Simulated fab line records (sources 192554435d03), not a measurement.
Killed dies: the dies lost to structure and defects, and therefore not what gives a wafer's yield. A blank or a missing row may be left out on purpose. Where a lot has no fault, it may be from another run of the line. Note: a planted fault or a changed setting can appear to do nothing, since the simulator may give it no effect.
Matching of chambers + flow n5Finfet + aldMetal-01 running N5_BEOL_M8_ALD_77: 4 sister chambers
The step deposits TaN, target thk 2 nm, pulse time 2 s, purge time 3 s. 4 wafers are shown with their chamber, then 8 later ones without.

EACH WAFER AND ITS CHAMBER
| wafer  | chamber | heaterPowerW (W) |
|--------|---------|------------------|
| L084.1 | 1       | 367              |
| L084.3 | 0       | 453              |
| L084.4 | 3       | 386              |
| L093.4 | 2       | 402              |

WAFERS WHOSE CHAMBER IS MISSING
| wafer  | heaterPowerW (W) |
|--------|------------------|
| L093.5 | 350              |
| L093.6 | 445              |
| L094.1 | 358              |
| L094.3 | 392              |
| L094.5 | 362              |
| L097.1 | 348              |
| L097.3 | 403              |
| L097.5 | 453              |

THE CHAMBER EACH PASSED THROUGH
| wafer  | from the rows above          | in truth |
|--------|------------------------------|----------|
| L093.5 | can't be placed: 1 or 3      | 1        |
| L093.6 | 0                            | 0        |
| L094.1 | can't be placed: 1 or 3      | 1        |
| L094.3 | can't be placed: 3 or 2 or 1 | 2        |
| L094.5 | can't be placed: 1 or 3      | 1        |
| L097.1 | can't be placed: 1 or 3      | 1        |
| L097.3 | can't be placed: 2 or 3      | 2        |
| L097.5 | 0                            | 0        |
2 of 8 placed correctly. Cannot be placed on the basis of these rows: 6; the candidates contain the true chamber in 6. Placed wrongly: 0.
How it was worked out, from the rows above alone: a wafer's distance from a chamber is the root of the sum, over the readings, of the square of ((its reading less the chamber's mean) divided by the reading's scatter). The wafer belongs to the nearest chamber; if the next one is less than 2 further off, it can't be placed. For every chamber, the mean is computed from those of its wafers that are shown. The scatter: root of mean squared gap, hidden wafer to nearest shown wafer, with one shown wafer a chamber.
